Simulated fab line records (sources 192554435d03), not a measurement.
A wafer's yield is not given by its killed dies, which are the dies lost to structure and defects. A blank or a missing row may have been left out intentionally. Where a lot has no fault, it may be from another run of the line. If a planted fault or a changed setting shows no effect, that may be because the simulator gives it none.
Split-lot experiment	flow n5Finfet	21 wafers read across 7 lots, on a route 1938 steps long

ON THE SPLIT
At N5_MOL_CONTACT_COAG_VIA_ETCH_117 (etches SiO2 in C4F6/O2, target depth 40 nm, overetch 8 nm, time 26 s), the setting biasW was moved away from the recipe's 455 W on 4 of the 21 wafers read, by +6.9% to +17.4%. For the rest of the wafers, this setting stayed at what the recipe calls for.

Reading taken at the split's own step.

THE READING
rfVppV, in V, at N5_MOL_CONTACT_COAG_VIA_ETCH_117 (etches SiO2 in C4F6/O2, target depth 40 nm, overetch 8 nm, time 26 s). Fault-free wafers of this fab line usually give 1590 V, standard deviation 19 V.

wafer	tool, chamber at the split	biasW as run, W	against the recipe	rfVppV, V	against lot-mates on the recipe
L075.1	rieDiel-03, 1	455	recipe	1563	-
L075.2	rieDiel-03, 2	486.3	+6.9%	1677	+114
L075.6	rieDiel-03, 2	486.3	+6.9%	1683	+120
L076.1	rieDiel-04, 3	455	recipe	1585	-
L076.3	rieDiel-04, 1	455	recipe	1578	-
L076.5	rieDiel-04, 0	455	recipe	1607	-
L080.2	rieDiel-04, 1	455	recipe	1578	-
L080.3	rieDiel-04, 2	455	recipe	1591	-
L080.4	rieDiel-04, 0	455	recipe	1608	-
L083.3	rieDiel-04, 0	455	recipe	1607	-
L083.4	rieDiel-04, 1	455	recipe	1578	-
L083.5	rieDiel-04, 0	455	recipe	1606	-
L084.1	rieDiel-03, 3	534.2	+17.4%	1782	+219
L084.2	rieDiel-03, 1	455	recipe	1563	-
L084.5	rieDiel-03, 0	534.2	+17.4%	1814	+251
L092.3	rieDiel-04, 3	455	recipe	1583	-
L092.4	rieDiel-04, 3	455	recipe	1583	-
L092.5	rieDiel-04, 2	455	recipe	1592	-
L094.1	rieDiel-03, 2	455	recipe	1599	-
L094.4	rieDiel-03, 3	455	recipe	1583	-
L094.5	rieDiel-03, 1	455	recipe	1563	-

FIT RESULTS
A straight line over all 21 wafers: rfVppV changes by +12.3 V for each +1% of biasW; r = +0.98; the points scatter about the line by 15 V.
The same after taking each lot's own level away (the mean of its wafers on the recipe; 21 wafers): +13.9 V for each +1%; r = +0.98; scatter 14 V.
Per that fit: largest biasW move, reading shift of 2.4e+02 V.
From 1563.0 to 1597.0 V: that is the span of the lots' own levels, equal to 1.8 times the standard deviation above.
In other words, the slope is changed by the lot-to-lot level; the two fits disagree.
Check: for one of the wafers moved furthest among these (+17.4%), held out of the fit, the line's prediction against its lot-mates is +261 V. Against them it came out at +219 V.
Tool readings at the split's step, against how far the setting was moved: rfVppV r = +0.98.

FURTHER SPLITS ON THESE WAFERS
These wafers also went through other splits before the reading. Each is held against what the fit with the lots' levels taken away leaves over:
other split on the same wafers	wafers away from the commonest value	r with rfVppV (lot level and that fit taken away)
N5_SDB_COAT_05 spinRpm	7	-0.07
N5_HKMG_FIN_ETCH_55 timeS	4	-0.08
N5_HKMG_FIN_ETCH_58 sourceW	9	+0.27

FILE'S OWN FIT
rfVppV changes by +13.9 V for each +1% of biasW, r = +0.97.
